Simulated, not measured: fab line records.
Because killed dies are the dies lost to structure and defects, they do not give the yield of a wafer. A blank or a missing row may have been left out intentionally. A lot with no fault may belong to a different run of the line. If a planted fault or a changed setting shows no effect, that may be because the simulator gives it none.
Struck lot and sound lot, side by side	flow n5 finfet	16 steps out of a route of 1938
Sound: wafers L642.2, L642.3, L642.5. Struck: wafer L649.5 (L649.1, L649.4, from the same lot, were not struck and are left out); the cause is given at the end.
At each step with rows: each side's tool, then ch and its chambers, then its first start. Under that, the readings that differ: sound wafers	struck wafers	difference of the means	sigmas: that difference in standard deviations of wafers without a fault.
alike: readings with means less than 2 such deviations apart, plus words and numbers identical on both sides. not compared: withheld readings, readings lacking a value on some wafer, bounds such as >300 that could conceal the same value, and numbers that have no deviation in the record and whose values overlap.
A row with sigmas, a row that says differs or no value, or rows on one side alone: a step with any of these is where the two part. Non-overlapping numbers with no deviation appear without sigmas and do not part them. Lack of a reading on every wafer of one side parts them only where that side has two or more wafers.

N5_BEOL_M4_ETCH_41: etches SiCN in CH3F/O2, target depth 29.9 nm, time 52.5 s.
  sound: rie diel-06 ch 0,1; struck: rie diel-01 ch 2
reading	sound	struck	difference	sigmas
drypump motor current A (A)	6.4 5.6 6.3	4.9	-1.2	-3
oes product au (a.u.)	0.98 0.83 0.98	0.72	-0.21	-2
rf vpp V (V)	300.9 298.7 300.6	293.6	-6.5	-3
showerhead plenum p Torr (Torr)	2.13 2.12 2.13	1.83	-0.30	-3
  alike: chamber pressure mTorr, throttle valve pct
  not compared: rf hours counter h
N5_BEOL_M4_STRIP_97: strips in N2/H2, time 10 s.
  sound: rie diel-06 ch 0,1; struck: rie diel-01 ch 2
reading	sound	struck	difference	sigmas
drypump motor current A (A)	6.3 5.6 6.3	4.9	-1.2	-3
oes product au (a.u.)	0.98 0.84 0.99	0.71	-0.23	-2
showerhead plenum p Torr (Torr)	2.71 2.68 2.71	2.31	-0.39	-3
temp c (C)	39.94 39.74 39.95	40.21	+0.33	+3
  alike: chamber pressure mTorr, rf vpp V, throttle valve pct
  not compared: rf hours counter h
N5_BEOL_M4_OCD_MEAS_38:
  struck on ocd-02, day 11 17:53; sound on ocd-02, day 8 05:00
  alike: trench depth nm
then, 4 steps without rows for these wafers: N5_BEOL_M4_HM_STRIP_39 (strips TiN in peroxide tin strip, target depth 25 nm, time 158 s); N5_BEOL_M4_SRD_40 (time 30 s); N5_BEOL_M4_PRECLEAN_42 (cleans in residue remover, time 60 s); N5_BEOL_M4_SRD_43 (time 30 s).
N5_BEOL_M4_CD_MEAS_35: target cd 18 nm, target cd y 22.4 nm.
  struck on cd sem-02, day 11 18:02; sound on cd sem-02, day 8 05:09
  alike: cd nm
then, 1 step without rows for these wafers: N5_BEOL_M4_DEGAS_44 (time 60 s).
N5_BEOL_M4_PRE_CLEAN_45: time 30 s.
  struck on pvd sputter-03, day 11 18:22; sound on pvd sputter-01, day 8 05:14
  alike: heater power w
N5_BEOL_M4_ALD_84: deposits TaN, pulse time 2 s, purge time 3 s, co reactant purge time 2 s.
  sound on ald metal-04 ch 1,2, day 8 05:18; struck on ald metal-02 ch 3, day 11 18:33
reading	sound	struck	difference	sigmas
heater power w (W)	499 404 485	383	-80	-2
  not compared: since wet clean h
N5_BEOL_M4_SURFACE_TREAT_85:
  struck on pvd sputter-01, day 11 18:50; sound on pvd sputter-01, day 8 05:54
  not compared: throttle valve pct
N5_BEOL_M4_CVD_47: deposits Co from CCTBA/H2, target thk 3 nm, time 223.8 s.
  sound on cvd co-01 ch 0,2, day 8 06:11; struck on cvd co-01 ch 1, day 11 18:59
reading	sound	struck	difference	sigmas
run length s (s)	246.9 247.7 246.9	345.5	+98.3	+99 or more
  not compared: since wet clean h
then, 1 step without rows for these wafers: N5_BEOL_M4_SPUTTER_48 (material Cu, target thk 4.5 nm, time 8.29 s).
N5_BEOL_M4_RC_MEAS_101:
  sound on prober-01 ch 0, day 8 09:34; struck on prober-01 ch 0, day 11 22:34
reading	sound	struck	difference	sigmas
SS_N (mV/dec)	71.1 72.5 71.9	73.1	+1.3	+2
VT_P (mV)	-255 -255 -253	-247	+7	+2
  alike: DIBL_N, DIBL_P, IOFF_N, IOFF_P, ION_N, ION_P, SS_P, VT_N
-- a jump in the record: the struck wafers' starts before and after are 5 days apart (it breaks off in module BEOL_M4 and resumes in module PASSIVATION, where the first step shown is number 1936 of the route) --
N5_PASSIVATION_PROBE_49:
  the record has rows for the struck wafers here (prober-02, day 16 11:26) and none for the sound ones

WHERE THEY PART
Last at N5_PASSIVATION_PROBE_49 as far as this record goes, first at N5_BEOL_M4_ETCH_41.

WHY: the cause the simulator had injected
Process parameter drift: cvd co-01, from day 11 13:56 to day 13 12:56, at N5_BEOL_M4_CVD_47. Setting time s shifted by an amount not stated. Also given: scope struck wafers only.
